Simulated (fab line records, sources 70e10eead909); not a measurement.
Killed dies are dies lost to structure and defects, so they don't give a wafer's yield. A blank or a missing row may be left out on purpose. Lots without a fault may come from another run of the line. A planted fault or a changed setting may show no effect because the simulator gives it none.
fab line records | flow nand_harc
record lots=24 wafers=72 last_day=33
route steps=1302 shown A_STAIRCASE@744
lots that met no fault: from a run of the same line without faults
start_h: hours from the record's first day to the start of the lot's first wafer shown | wait_h: hours since the lot's step before | " the same as in the row above | L1.1+2: a row that stands for several wafers | - no value, or no start given | * or withheld: withheld | < > ~ a bound
route shown NAME@n: a module of which the file shows steps, and the number in the route of the first | usual: mean/standard deviation of fault-free wafers | same: alike in all rows | chamber/n: place in a boat | sites: the reading at each site | _std_site: their standard deviation | _edge_site: outer sites' mean less inner sites' | radius_mm: how far each site lies from the wafer's centre | mask NAME#n: copy n | behind: the tool/chamber that last shaped the wafer | hold: why the lot was held/for how many hours/how that ended | device: the transistor (n, p or np) that didn't switch | end of line: the same wafers' tests at the end of the route | a step without rows: its recipe alone | killed: dies lost to structure and defects at the first sort, not the wafer's yield | map: a wafer's dies, x killed, . not, _ none there
set.NAME: the setting as run; set.NAME@STEP: as run at that earlier step | model.NAME: the simulator's own value behind a step, which no gauge read
steps of the route over a sample of lots; a table a step, a row a wafer
services: from which hour (start_h, from the record's first day; less than 0 if before it) a tool's chamber was out of use, for how many hours, and why
## steps
# step NHARC_A_STAIRCASE_ETCH_230
# recipe target_depth_a=1000 time_s=40.5 ion_energy_ev=400 c4f8_flow_sccm=20 o2_flow_sccm=10 ar_flow_sccm=withheld rf_w=600 bias_w=1000 chemistry=C4F8/O2
# usual oes_product_au=0.950/0.017 rf_vpp_V=899/6.9
# columns lot.wafer tool chamber start_h wait_h oes_product_au rf_hours_counter_h rf_vpp_V
L075.1 rie_diel-05 3 - - 0.947 42 897
L075.2 " 0 " " 0.949 42 900
L075.3 " 1 " " 0.950 40 889
L074.4 rie_diel-07 1 - - 0.959 22 906
L074.1 " 2 " " 0.916 22 887
L074.3 " 3 " " 0.952 16 899
L076.2 rie_diel-03 1 - - 0.930 35 887
L076.6 " 3 " " 0.926 - 905
L076.5 " 0 " " 0.934 - 888
L077.2 rie_diel-05 1 - - 0.948 52 890
L077.3 " 0 " " 0.932 54 899
L077.5 " 2 " " 0.936 - 904
L078.3 rie_diel-03 3 - - 0.933 38 904
L078.4 " 2 " " 0.958 16 906
L078.6 " 0 " " 0.935 - 888
L079.3 rie_diel-03 0 - - 0.936 34 889
L079.2 " 3 " " 0.938 38 904
L079.5 " 1 " " 0.932 - 886
L081.1 rie_diel-03 1 - - 0.931 50 888
L081.2 " 2 " " 0.948 26 905
L081.5 " 3 " " 0.942 - 905
L080.1 rie_diel-05 3 - - 0.968 6 897
L080.3 " 0 " " 0.955 8 900
L080.6 " 3 " " 0.959 - 897
L082.1 rie_diel-05 3 - - 0.955 8 898
L082.2 " 0 " " 0.959 10 899
L082.6 " 1 " " 0.956 - 891
L083.1 rie_diel-07 0 - - 0.945 50 900
L083.3 " 1 " " 0.954 53 906
L083.5 " 0 " " 0.944 - 899
L084.4 rie_diel-03 0 - - 0.934 4 888
L084.5 " 3 " " 0.951 - 905
L084.6 " 0 " " 0.947 - 888
L085.1 rie_diel-05 3 - - 0.982 20 896
L085.4 " 0 " " 0.975 22 899
L085.6 " 3 " " 0.969 - 897
L086.3 rie_diel-03 0 - - 0.972 9 888
L086.1 " 1 " " 0.967 6 906
L086.6 " 3 " " 0.976 - 905
L087.2 rie_diel-03 2 - - 0.947 9 905
L087.4 " 1 " " 0.938 - 905
L087.5 " 2 " " 0.940 - 906
L089.1 rie_diel-05 3 - - 0.937 26 897
L089.3 " 0 " " 0.953 27 898
L089.5 " 0 " " 0.941 - 900
L088.3 rie_diel-03 1 - - 0.956 15 906
L088.4 " 0 " " 0.984 16 887
L088.5 " 2 " " 0.976 - 905
L090.1 rie_diel-05 0 - - 0.980 36 897
L090.4 " 1 " " 0.965 33 888
L090.5 " 3 " " 0.969 - 897
L092.4 rie_diel-03 3 - - 0.951 23 904
L092.1 " 0 " " 0.936 20 887
L092.5 " 3 " " 0.947 - 905
L091.2 rie_diel-03 0 - - 0.959 21 889
L091.4 " 2 " " 0.985 21 904
L091.5 " 0 " " 0.965 - 888
L093.1 rie_diel-07 2 - - 0.943 29 886
L093.4 " 3 " " 0.955 32 899
L093.5 " 3 " " 0.933 - 899
L095.3 rie_diel-05 0 - - 0.926 51 896
L095.2 " 1 " " 0.923 46 890
L095.6 " 1 " " 0.918 - 888
L094.4 rie_diel-05 3 - - 0.952 50 896
L094.1 " 0 " " 0.955 52 899
L094.2 " 1 " " 0.936 47 890
L097.3 rie_diel-03 2 - - 0.959 34 902
L097.4 " 2 " " 0.951 - 904
L097.6 " 1 " " 0.939 - 905
L096.1 rie_diel-05 0 - - 0.973 57 897
L096.5 " 0 " " 0.969 - 896
L096.6 " 1 " " 0.965 - 888
# step NHARC_A_STAIRCASE_ETCH_234
# recipe target_depth_a=1000 time_s=40.5 ion_energy_ev=400 c4f8_flow_sccm=20 o2_flow_sccm=10 ar_flow_sccm=withheld rf_w=600 bias_w=1000 chemistry=C4F8/O2
# usual oes_product_au=0.944/0.0094 rf_vpp_V=899/6.8
# columns lot.wafer tool chamber start_h wait_h oes_product_au rf_hours_counter_h rf_vpp_V
L075.3 rie_diel-05 2 - - 0.941 41 906
L075.1 " 3 " " 0.934 42 898
L075.2 " 0 " " 0.938 43 899
L074.4 rie_diel-07 3 - - 0.931 16 900
L074.1 " 0 " " 0.934 28 901
L074.3 " 1 " " 0.950 22 905
L076.2 rie_diel-03 1 - - 0.935 35 888
L076.5 " 0 " " 0.943 - 890
L076.6 " 1 " " 0.943 - 887
L077.3 rie_diel-05 3 - - 0.943 52 899
L077.2 " 2 " " 0.936 51 906
L077.5 " 0 " " 0.933 - 899
L078.3 rie_diel-03 2 - - 0.965 16 905
L078.4 " 3 " " 0.923 39 905
L078.6 " 2 " " 0.947 - 903
L079.2 rie_diel-03 0 - - 0.946 34 886
L079.3 " 2 " " 0.957 16 905
L079.5 " 3 " " 0.938 - 906
L081.2 rie_diel-03 3 - - 0.932 43 905
L081.1 " 1 " " 0.932 50 887
L081.5 " 3 " " 0.931 - 903
L080.3 rie_diel-05 0 - - 0.944 8 898
L080.1 " 2 " " 0.938 6 905
L080.6 " 3 " " 0.948 - 898
L082.1 rie_diel-05 2 - - 0.933 8 904
L082.2 " 0 " " 0.944 10 898
L082.6 " 2 " " 0.944 - 905
L083.1 rie_diel-07 3 - - 0.941 35 900
L083.3 " 1 " " 0.955 53 904
L083.5 " 0 " " 0.955 - 901
L084.4 rie_diel-03 1 - - 0.938 3 905
L084.6 " 0 " " 0.956 - 887
L084.5 " 1 " " 0.932 - 907
L085.1 rie_diel-05 2 - - 0.945 21 904
L085.4 " 1 " " 0.944 17 890
L085.6 " 3 " " 0.938 - 898
L086.1 rie_diel-03 3 - - 0.951 10 902
L086.3 " 0 " " 0.971 9 887
L086.6 " 1 " " 0.945 - 907
L087.2 rie_diel-03 3 - - 0.935 12 905
L087.5 " 3 " " 0.954 - 905
L087.4 " 2 " " 0.951 - 904
L089.1 rie_diel-05 3 - - 0.934 26 898
L089.3 " 1 " " 0.940 22 890
L089.5 " 3 " " 0.937 - 896
L088.4 rie_diel-03 3 - - 0.943 19 904
L088.3 " 0 " " 0.943 16 887
L088.5 " 3 " " 0.944 - 905
L090.1 rie_diel-05 3 - - 0.947 34 897
L090.4 " 1 " " 0.957 33 891
L090.5 " 2 " " 0.944 - 904
L092.4 rie_diel-03 2 - - 0.949 21 904
L092.1 " 0 " " 0.944 20 887
L092.5 " 1 " " 0.940 - 905
L091.2 rie_diel-03 1 - - 0.939 20 908
L091.4 " 2 " " 0.956 21 905
L091.5 " 2 " " 0.945 - 904
L093.4 rie_diel-07 3 - - 0.943 32 898
L093.1 " 0 " " 0.943 28 900
L093.5 " 1 " " 0.946 - 905
L095.2 rie_diel-05 2 - - 0.929 50 905
L095.3 " 0 " " 0.938 51 898
L095.6 " 1 " " 0.934 - 890
L094.1 rie_diel-05 3 - - 0.939 50 895
L094.2 " 0 " " 0.959 53 899
L094.4 " 2 " " 0.945 51 905
L097.3 rie_diel-03 1 - - 0.925 33 905
L097.4 " 3 " " 0.938 - 904
L097.6 " 1 " " 0.931 - 906
L096.1 rie_diel-05 2 - - 0.941 57 905
L096.5 " 2 " " 0.949 - 904
L096.6 " 3 " " 0.953 - 895
# step NHARC_A_STAIRCASE_ETCH_253
# recipe target_depth_a=500 time_s=20.2 ion_energy_ev=400 c4f8_flow_sccm=20 o2_flow_sccm=10 ar_flow_sccm=withheld rf_w=600 bias_w=1000 chemistry=C4F8/O2
# usual oes_product_au=0.953/0.018 rf_vpp_V=899/6.5
# columns lot.wafer tool chamber start_h wait_h oes_product_au rf_hours_counter_h rf_vpp_V
L075.1 rie_diel-07 2 359.08 0.1 0.940 21 889
L075.2 " 3 " " 0.927 14 900
L075.3 " 1 " " 0.938 21 906
L074.1 rie_diel-07 2 365.28 0.1 0.956 23 888
L074.4 " 3 " " 0.941 16 901
L074.3 " 1 " " 0.959 22 905
L076.2 rie_diel-07 1 392.09 0.1 0.957 33 907
L076.6 " 3 " " 0.955 - 902
L076.5 " 0 " " 0.964 - 900
L077.2 rie_diel-05 1 399.43 0.1 0.948 53 891
L077.3 " 2 " " 0.948 52 905
L077.5 " 1 " " 0.945 - 890
L078.4 rie_diel-03 1 407.03 0.1 0.941 41 887
L078.3 " 2 " " 0.963 16 905
L078.6 " 2 " " 0.972 - 904
L079.3 rie_diel-07 2 407.24 0.1 0.921 40 888
L079.2 " 3 " " 0.903 29 900
L079.5 " 1 " " 0.934 - 904
L081.2 rie_diel-07 2 431.19 0.1 0.916 53 888
L081.1 " 0 " " 0.916 49 901
L081.5 " 0 " " 0.915 - 900
L080.3 rie_diel-07 3 434.51 0.1 0.930 35 901
L080.1 " 0 " " 0.972 50 901
L080.6 " 3 " " 0.933 - 899
L082.2 rie_diel-07 0 439.36 0.1 0.965 51 900
L082.1 " 1 " " 0.967 53 905
L082.6 " 2 " " 0.952 - 888
L083.3 rie_diel-07 0 439.80 0.1 0.956 51 900
L083.1 " 2 " " 0.946 55 887
L083.5 " 0 " " 0.949 - 900
L084.4 rie_diel-05 3 473.91 0.1 0.943 18 897
L084.6 " 2 " " 0.948 - 904
L084.5 " 3 " " 0.944 - 898
L085.1 rie_diel-03 1 485.13 0.1 0.965 5 905
L085.4 " 2 " " 0.986 6 904
L085.6 " 1 " " 0.957 - 907
L086.1 rie_diel-07 3 490.10 0.1 0.977 2 900
L086.3 " 0 " " 0.974 2 901
L086.6 " 3 " " 0.984 - 900
L087.2 rie_diel-03 3 497.18 0.1 0.958 12 907
L087.4 " 1 " " 0.958 9 905
L087.5 " 3 " " 0.954 - 906
L089.3 rie_diel-03 1 506.59 0.2 0.924 14 905
L089.1 " 2 " " 0.947 16 903
L089.5 " 1 " " 0.940 - 905
L088.4 rie_diel-03 0 511.02 0.1 0.962 17 887
L088.3 " 1 " " 0.965 16 905
L088.5 " 3 " " 0.950 - 903
L090.1 rie_diel-07 1 521.11 0.1 0.978 18 905
L090.4 " 2 " " 0.976 15 887
L090.5 " 1 " " 0.973 - 904
L092.1 rie_diel-03 3 533.13 0.1 0.956 23 905
L092.4 " 1 " " 0.935 20 905
L092.5 " 0 " " 0.944 - 888
L091.2 rie_diel-03 1 535.21 0.1 0.960 20 905
L091.4 " 2 " " 0.963 22 904
L091.5 " 1 " " 0.959 - 906
L093.1 rie_diel-07 3 565.58 0.1 0.957 32 899
L093.4 " 1 " " 0.971 31 904
L093.5 " 3 " " 0.959 - 899
L095.2 rie_diel-07 3 570.64 0.2 0.937 36 900
L095.3 " 2 " " 0.943 31 887
L095.6 " 0 " " 0.947 - 900
L094.2 rie_diel-07 0 574.66 0.1 0.974 33 899
L094.4 " 1 " " 0.977 35 903
L094.1 " 3 " " 0.950 37 898
L097.4 rie_diel-07 2 582.70 0.1 0.963 36 887
L097.3 " 3 " " 0.970 40 899
L097.6 " 1 " " 0.949 - 903
L096.1 rie_diel-07 1 584.05 0.3 0.927 38 904
L096.6 " 3 " " 0.930 - 899
L096.5 " 0 " " 0.919 - 901
# step NHARC_A_STAIRCASE_DESCUM_291
# recipe time_s=3 o2_flow_sccm=200 ar_flow_sccm=0 bias_power_w=0 chemistry=O2
# usual drypump_motor_current_A=5.9/0.43 oes_product_au=1.001/0.01 rf_vpp_V=57.9/0.93 showerhead_plenum_p_Torr=1.95/0.12 throttle_valve_pct=11.311/0.0093
# columns lot.wafer tool chamber start_h wait_h drypump_motor_current_A oes_product_au rf_hours_counter_h rf_vpp_V showerhead_plenum_p_Torr throttle_valve_pct
L075.1 rie_diel-03 2 370.05 - 6.0 1.009 6 58.4 2.06 11.316
L075.3 " 3 " " 6.6 1.010 29 57.3 2.07 11.321
L075.2 " 0 " " 5.6 1.009 24 59.0 1.79 11.320
L074.4 rie_diel-03 1 378.67 - 6.1 1.002 32 57.7 1.78 11.303
L074.3 " 2 " " 6.0 1.016 8 59.0 2.06 11.322
L074.1 " 3 " " 6.6 0.993 31 57.9 2.07 11.317
L076.2 rie_diel-03 1 401.85 - 6.1 0.993 38 57.0 1.77 11.321
L076.5 " 1 " " 6.1 0.996 - 57.3 1.77 11.312
L076.6 " 2 " " 6.1 1.012 - 58.6 2.05 11.312
L077.2 rie_diel-03 3 409.95 - 6.6 0.985 39 57.1 2.06 11.324
L077.3 " 0 " " 5.7 0.995 35 56.6 1.78 11.316
L077.5 " 1 " " 6.1 0.995 - 56.7 1.77 11.307
L078.3 rie_diel-07 0 418.96 - 5.9 0.987 43 58.7 1.99 11.306
L078.4 " 1 " " 5.8 0.985 - 57.3 2.06 11.310
L078.6 " 2 " " 5.7 0.986 - 57.0 1.78 11.307
L079.3 rie_diel-03 0 419.63 - 5.7 1.005 40 56.9 1.78 11.309
L079.2 " 1 " " 6.1 0.998 46 57.2 1.77 11.326
L079.5 " 1 " " 6.1 0.997 - 58.6 1.77 11.312
L081.2 rie_diel-07 2 450.56 - 5.7 1.005 56 57.8 1.78 11.311
L081.1 " 1 " " 5.7 1.018 55 58.4 2.06 11.310
L081.5 " 3 " " 6.1 0.995 - 58.7 1.97 11.325
L080.1 rie_diel-03 2 450.90 - 6.0 1.014 34 58.6 2.05 11.318
L080.3 " 3 " " 6.6 1.002 47 55.8 2.06 11.316
L080.6 " 3 " " 6.6 1.008 - 58.0 2.06 11.325
L082.2 rie_diel-07 0 453.67 - 5.9 0.987 53 58.9 1.98 11.311
L082.1 " 1 " " 5.8 1.002 56 58.4 2.06 11.316
L082.6 " 3 " " 6.1 0.993 - 57.8 1.97 11.291
L083.3 rie_diel-05 3 454.78 - 5.3 1.005 12 58.5 1.94 11.319
L083.1 " 0 " " 4.7 1.006 14 57.3 1.96 11.308
L083.5 " 0 " " 4.7 0.991 - 60.3 1.96 11.329
L084.4 rie_diel-05 3 489.61 - 5.3 0.993 22 57.8 1.93 11.299
L084.5 " 0 " " 4.7 1.001 - 57.5 1.95 11.316
L084.6 " 1 " " 5.5 0.998 - 58.1 1.81 11.309
L085.4 rie_diel-05 3 503.35 - 5.3 0.982 27 58.7 1.93 11.314
L085.1 " 0 " " 4.7 1.004 28 59.3 1.95 11.308
L085.6 " 2 " " 6.2 0.979 - 58.9 2.05 11.311
L086.3 rie_diel-03 0 506.45 - 5.7 1.015 15 57.0 1.78 11.312
L086.1 " 1 " " 6.1 1.000 14 58.2 2.07 11.307
L086.6 " 3 " " 6.7 1.009 - 57.9 2.05 11.325
L087.4 rie_diel-07 2 510.77 - 5.7 0.986 12 56.9 1.77 11.315
L087.2 " 0 " " 5.9 0.997 9 59.5 1.98 11.306
L087.5 " 1 " " 5.8 1.015 - 59.6 2.05 11.314
L089.3 rie_diel-07 0 517.87 - 5.9 0.998 12 58.0 1.98 11.299
L089.1 " 1 " " 5.7 1.007 17 59.4 2.05 11.308
L089.5 " 1 " " 5.8 1.007 - 57.3 2.05 11.300
L088.3 rie_diel-03 1 522.44 - 6.1 0.997 17 59.1 2.07 11.300
L088.4 " 2 " " 6.0 1.016 19 58.3 2.04 11.307
L088.5 " 0 " " 5.7 1.008 - 58.8 1.78 11.319
L090.1 rie_diel-07 2 538.36 - 5.7 1.003 18 58.0 1.77 11.295
L090.4 " 1 " " 5.8 1.004 21 57.2 2.05 11.298
L090.5 " 2 " " 5.7 0.995 - 57.7 1.77 11.307
L092.4 rie_diel-05 3 543.93 - 5.3 0.988 40 57.8 1.93 11.302
L092.1 " 0 " " 4.7 0.996 43 58.5 1.94 11.321
L092.5 " 2 " " 6.2 0.984 - 58.3 2.04 11.298
L091.2 rie_diel-03 1 546.09 - 6.1 0.997 22 56.9 2.07 11.315
L091.4 " 2 " " 6.1 0.998 23 56.7 2.04 11.337
L091.5 " 0 " " 5.7 0.994 - 57.6 1.77 11.304
L093.1 rie_diel-03 2 580.42 - 6.0 1.013 34 56.6 2.03 11.299
L093.5 " 1 " " 6.1 0.983 - 58.0 2.07 11.315
L093.4 " 3 " " 6.6 0.996 - 57.4 2.05 11.311
L095.2 rie_diel-03 1 586.11 - 6.0 0.997 36 58.1 2.06 11.311
L095.3 " 3 " " 6.7 1.001 40 58.6 2.05 11.314
L095.6 " 1 " " 6.1 1.007 - 56.8 2.06 11.308
L094.2 rie_diel-03 1 590.38 - 6.1 0.991 38 57.3 2.06 11.303
L094.1 " 2 " " 6.1 1.005 39 58.1 2.03 11.286
L094.4 " 1 " " 6.1 0.987 - 57.6 2.06 11.315
L097.3 rie_diel-05 3 594.09 - 5.3 1.016 0 57.8 1.92 11.312
L097.6 " 1 " " 5.5 0.994 - 57.3 1.80 11.314
L097.4 " 2 " " 6.2 0.999 - 57.7 2.04 11.302
L096.1 rie_diel-07 2 604.86 - 5.7 1.004 44 56.9 1.76 11.315
L096.6 " 1 " " 5.8 0.999 - 58.7 2.04 11.294
L096.5 " 2 " " 5.7 1.004 - 56.6 1.76 11.305
# step NHARC_A_STAIRCASE_ETCH_294
# recipe target_depth_a=49890 time_s=1211.6 ion_energy_ev=800 c4f8_flow_sccm=80 o2_flow_sccm=60 ar_flow_sccm=withheld rf_w=600 bias_w=3000 chemistry=C4F8/O2/Ar
# usual oes_product_au=0.932/0.01 rf_vpp_V=1831/15
# columns lot.wafer tool chamber start_h wait_h oes_product_au rf_hours_counter_h rf_vpp_V
L075.1 rie_diel-03 2 - - 0.941 7 1846
L075.2 " 3 " " 0.928 30 1845
L075.3 " 0 " " 0.938 26 1812
L074.3 rie_diel-03 1 - - 0.925 33 1810
L074.1 " 2 " " 0.942 9 1844
L074.4 " 3 " " 0.926 31 1846
L076.2 rie_diel-03 3 - - 0.922 37 1845
L076.6 " 1 " " 0.932 - 1809
L076.5 " 2 " " 0.937 - 1845
L077.2 rie_diel-03 3 - - 0.941 40 1845
L077.3 " 0 " " 0.952 35 1809
L077.5 " 0 " " 0.955 - 1810
L078.3 rie_diel-07 1 - - 0.930 47 1845
L078.6 " 0 " " 0.929 - 1836
L078.4 " 1 " " 0.936 - 1846
L079.2 rie_diel-03 1 - - 0.927 46 1808
L079.3 " 2 " " 0.937 - 1844
L079.5 " 2 " " 0.934 - 1844
L081.1 rie_diel-07 3 - - 0.920 37 1835
L081.2 " 1 " " 0.927 56 1845
L081.5 " 3 " " 0.928 - 1835
L080.3 rie_diel-03 1 - - 0.924 60 1808
L080.1 " 3 " " 0.922 51 1845
L080.6 " 1 " " 0.929 - 1809
L082.2 rie_diel-07 0 - - 0.936 53 1836
L082.1 " 1 " " 0.933 56 1844
L082.6 " 3 " " 0.927 - 1835
L083.1 rie_diel-05 0 - - 0.934 14 1833
L083.3 " 3 " " 0.940 12 1828
L083.5 " 2 " " 0.926 - 1844
L084.4 rie_diel-05 3 - - 0.927 23 1829
L084.6 " 2 " " 0.919 - 1842
L084.5 " 3 " " 0.929 - 1830
L086.1 rie_diel-03 1 - - 0.943 14 1846
L086.3 " 0 " " 0.941 16 1808
L086.6 " 2 " " 0.939 - 1844
L085.4 rie_diel-05 1 - - 0.927 27 1814
L085.1 " 2 " " 0.919 32 1841
L085.6 " 1 " " 0.930 - 1813
L087.2 rie_diel-07 2 - - 0.923 12 1809
L087.4 " 0 " " 0.947 9 1835
L087.5 " 2 " " 0.923 - 1809
L089.1 rie_diel-07 3 - - 0.935 15 1833
L089.3 " 1 " " 0.949 17 1844
L089.5 " 3 " " 0.928 - 1833
L088.4 rie_diel-03 2 - - 0.935 20 1842
L088.3 " 3 " " 0.952 22 1844
L088.5 " 0 " " 0.937 - 1809
L090.1 rie_diel-07 2 - - 0.923 19 1811
L090.4 " 3 " " 0.913 19 1834
L090.5 " 3 " " 0.925 - 1833
L092.1 rie_diel-05 1 - - 0.936 40 1813
L092.4 " 0 " " 0.938 44 1830
L092.5 " 1 " " 0.935 - 1813
L091.2 rie_diel-03 3 - - 0.935 25 1844
L091.4 " 0 " " 0.940 23 1808
L091.5 " 2 " " 0.947 - 1843
L093.1 rie_diel-03 3 - - 0.927 38 1842
L093.4 " 1 " " 0.926 - 1846
L093.5 " 3 " " 0.929 - 1844
L095.3 rie_diel-03 3 - - 0.942 40 1842
L095.2 " 2 " " 0.951 37 1841
L095.6 " 1 " " 0.925 - 1845
L097.3 rie_diel-05 3 - - 0.935 0 1827
L097.6 " 2 " " 0.926 - 1843
L097.4 " 3 " " 0.941 - 1827
L094.1 rie_diel-03 1 - - 0.925 47 1846
L094.2 " 3 " " 0.917 52 1842
L094.4 " 3 " " 0.919 - 1842
L096.1 rie_diel-07 1 - - 0.946 46 1842
L096.5 " 0 " " 0.954 - 1833
L096.6 " 1 " " 0.948 - 1842
# step NHARC_A_STAIRCASE_HM_DEP_462
# recipe target_thk_a=8000 temp_c=400 material=aC
# usual susceptor_temp_C=400.02/0.22 throttle_valve_pct=35.000/0.0088
# columns lot.wafer tool chamber start_h wait_h susceptor_temp_C throttle_valve_pct
L075.1 acl_dep-02 0 376.14 2.8 400.24 34.999
L075.2 " 0 " " 400.34 34.992
L075.3 " 0 " " 399.95 35.003
L074.1 acl_dep-01 0 381.72 0.9 399.83 35.007
L074.3 " 0 " " 399.99 35.008
L074.4 " 0 " " 400.29 35.008
L076.2 acl_dep-01 0 407.15 2.8 399.89 34.994
L076.5 " 0 " " 399.90 34.992
L076.6 " 0 " " 400.16 34.996
L077.2 acl_dep-01 0 412.77 0.4 399.89 34.993
L077.3 " 0 " " 400.17 35.007
L077.5 " 0 " " 400.06 35.000
L078.3 acl_dep-01 0 422.28 0.7 400.23 35.002
L078.4 " 0 " " 400.03 35.023
L078.6 " 0 " " 400.09 34.993
L079.2 acl_dep-01 0 423.83 1.1 400.14 35.007
L079.3 " 0 " " 399.96 34.991
L079.5 " 0 " " 400.38 35.002
L081.1 acl_dep-02 0 453.89 1.2 400.12 34.988
L081.2 " 0 " " 400.00 34.975
L081.5 " 0 " " 400.22 34.993
L082.1 acl_dep-01 0 456.14 0.3 399.65 34.988
L082.2 " 0 " " 399.59 35.005
L082.6 " 0 457.69 1.9 400.09 35.010
L080.1 acl_dep-01 0 458.00 2.1 400.26 35.016
L080.3 " 0 " " 399.98 35.001
L080.6 " 0 " " 400.03 35.002
L083.1 acl_dep-03 0 458.72 1.4 400.17 34.991
L083.3 " 0 " " 400.46 34.992
L083.5 " 0 " " 400.49 35.004
L084.4 acl_dep-01 0 497.83 6.1 - 35.001
L084.5 " 0 " " - 34.995
L084.6 " 0 " " - 34.992
L086.1 acl_dep-02 0 509.40 0.7 400.17 35.008
L086.3 " 0 " " 399.82 35.003
L086.6 " 0 " " 399.61 35.009
L085.1 acl_dep-01 0 509.75 0.6 - 34.989
L085.4 " 0 " " - 35.005
L085.6 " 0 " " - 35.007
L087.2 acl_dep-02 0 514.09 1.2 400.32 35.001
L087.4 " 0 " " 400.08 34.995
L087.5 " 0 " " 399.90 35.005
L089.1 acl_dep-01 0 523.74 3.7 - 34.985
L089.3 " 0 " " - 34.987
L089.5 " 0 " " - 35.000
L088.3 acl_dep-03 0 530.86 6.2 399.90 34.998
L088.4 " 0 " " 399.94 35.010
L088.5 " 0 " " 399.69 35.010
L090.1 acl_dep-01 0 540.61 0.1 - 34.993
L090.4 " 0 " " - 34.990
L090.5 " 0 " " - 34.995
L092.1 acl_dep-03 0 546.17 0.1 399.86 35.006
L092.4 " 0 " " 400.05 34.996
L092.5 " 0 " " 400.10 35.011
L091.2 acl_dep-02 0 548.62 0.4 400.04 34.985
L091.4 " 0 " " 399.93 34.997
L091.5 " 0 " " 399.93 34.997
L093.1 acl_dep-01 0 583.43 0.5 - 34.998
L093.4 " 0 " " - 35.002
L093.5 " 0 " " - 34.997
L095.2 acl_dep-02 0 590.53 1.7 400.00 35.009
L095.3 " 0 " " 399.89 35.010
L095.6 " 0 " " 399.88 35.009
L097.3 acl_dep-01 0 597.22 0.7 - 35.018
L097.4 " 0 " " - 34.982
L097.6 " 0 " " - 35.000
L094.1 acl_dep-02 0 602.25 0.1 400.21 35.014
L094.2 " 0 " " 400.46 35.013
L094.4 " 0 " " 400.07 35.001
L096.1 acl_dep-01 0 607.45 0.4 400.42 35.005
L096.5 " 0 608.69 1.6 399.69 35.011
L096.6 " 0 " " 399.75 34.990
## services
# columns tool chamber start_h hours kind
rie_diel-05 - 333.91 2.4 repair
rie_diel-05 3 339.88 1.6 repair
rie_diel-07 1 348.32 7.1 repair
rie_diel-07 3 350.71 6.8 repair
rie_diel-05 0 352.29 2.8 repair
acl_dep-01 - 368.72 13.0 pm
rie_diel-05 2 371.79 6.8 repair
rie_diel-07 0 395.55 6.7 repair
rie_diel-05 - 406.75 9.0 pm
rie_diel-03 3 414.78 10.4 repair
rie_diel-07 3 415.93 18.2 repair
rie_diel-03 - 458.30 9.0 pm
rie_diel-05 - 466.57 7.1 repair
rie_diel-07 - 471.20 9.0 pm
rie_diel-03 1 477.21 2.8 repair
rie_diel-03 0 492.39 3.5 repair
rie_diel-07 0 497.96 6.9 repair
rie_diel-05 1 535.89 5.3 repair
rie_diel-03 - 537.05 0.6 repair
acl_dep-01 - 549.85 13.0 pm
rie_diel-05 0 553.50 2.5 repair
rie_diel-07 2 560.00 1.7 repair
rie_diel-03 0 568.97 94.2 repair
rie_diel-05 - 583.75 9.0 pm
## key
fault none
